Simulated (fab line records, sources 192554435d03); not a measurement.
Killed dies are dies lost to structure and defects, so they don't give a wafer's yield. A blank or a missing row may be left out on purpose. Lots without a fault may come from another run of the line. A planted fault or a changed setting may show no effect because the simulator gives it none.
One fault seen from 2 desks | flow n5_finfet | each desk has only its own numbers; what lay behind them comes last

THE TOOL OWNER'S DESK: cmp-02
The tool's own readings at N5_HKMG_FIN_CMP_23 (polishes, stops on SiNx, t overpolish 10 s, target thk 46.326 nm): means of the sampled wafers that have a number, for each lot that ran on this tool. A lot is out of limits, marked OUT, if its mean lies more than 4 standard deviations from the usual mean; the brackets give that distance.
Columns: A = head_pressure_psi at N5_HKMG_FIN_CMP_23, usual 4.001 psi; B = motor_current_A at N5_HKMG_FIN_CMP_23, usual 12.3 A; C = overpolish_run_s at N5_HKMG_FIN_CMP_23, usual 10.001 s; D = time_to_endpoint_s at N5_HKMG_FIN_CMP_23, usual 12.5 s
lot  | first seen here | A     | B    | C      | D
L300 | day 4 08:07     | 3.998 | 12.4 | 10.007 | 13.7
L303 | day 5 00:56     | 4.001 | 12.4 | 10.014 | 13.0
L304 | day 5 12:02     | 3.999 | 12.9 | 9.986  | 14.1
L319 | day 9 03:50     | 3.999 | 12.3 | 10.006 | 8.9
This desk's finding: nothing out of limits on any of the 4 lots.

THE METROLOGY DESK
What the gauges read, lot by lot, whatever tool the lot ran on: means of the sampled wafers that have a number. A lot is out of limits, marked OUT, if its mean lies more than 4 standard deviations from the usual mean; the brackets give that distance. Of its 10 readings 7 are shown: those that lie furthest out on some lot.
Columns: A = DIBL_N at N5_BEOL_M4_RC_MEAS_101, usual 37.3 mV/V; B = IOFF_N at N5_BEOL_M4_RC_MEAS_101, usual 0.18 nA/um; C = IOFF_P at N5_BEOL_M4_RC_MEAS_101, usual 0.25 nA/um; D = SS_N at N5_BEOL_M4_RC_MEAS_101, usual 71.8 mV/dec; E = SS_P at N5_BEOL_M4_RC_MEAS_101, usual 73.6 mV/dec; F = VT_N at N5_BEOL_M4_RC_MEAS_101, usual 248 mV; G = VT_P at N5_BEOL_M4_RC_MEAS_101, usual -248 mV
lot  | first seen here | A    | B    | C    | D    | E    | F   | G
L300 | day 7 19:43     | 39.6 | 0.22 | 0.30 | 71.8 | 73.6 | 245 | -244
L303 | day 8 21:13     | 34.8 | 0.13 | 0.19 | 71.5 | 72.1 | 253 | -251
L304 | day 8 22:00     | 37.6 | 0.19 | 0.26 | 71.8 | 73.8 | 249 | -246
L314 | day 11 02:22    | 37.2 | 0.16 | 0.24 | 72.2 | 73.9 | 250 | -251
L313 | day 11 20:29    | 36.7 | 0.17 | 0.24 | 71.4 | 73.5 | 250 | -247
L315 | day 11 22:19    | 37.8 | 0.20 | 0.25 | 71.4 | 73.7 | 245 | -247
L319 | day 12 10:40    | 39.2 | 0.19 | 0.25 | 72.3 | 73.7 | 250 | -249
L321 | day 13 07:53    | 38.7 | 0.20 | 0.26 | 72.6 | 73.9 | 247 | -250
L323 | day 13 13:46    | 36.7 | 0.17 | 0.26 | 71.3 | 73.1 | 248 | -245
This desk's finding: nothing out of limits on any of the 9 lots.

PUT TOGETHER
The tool owner's desk saw nothing out of limits.
The metrology desk saw nothing out of limits.

WHAT THE SIMULATOR HAD PUT IN
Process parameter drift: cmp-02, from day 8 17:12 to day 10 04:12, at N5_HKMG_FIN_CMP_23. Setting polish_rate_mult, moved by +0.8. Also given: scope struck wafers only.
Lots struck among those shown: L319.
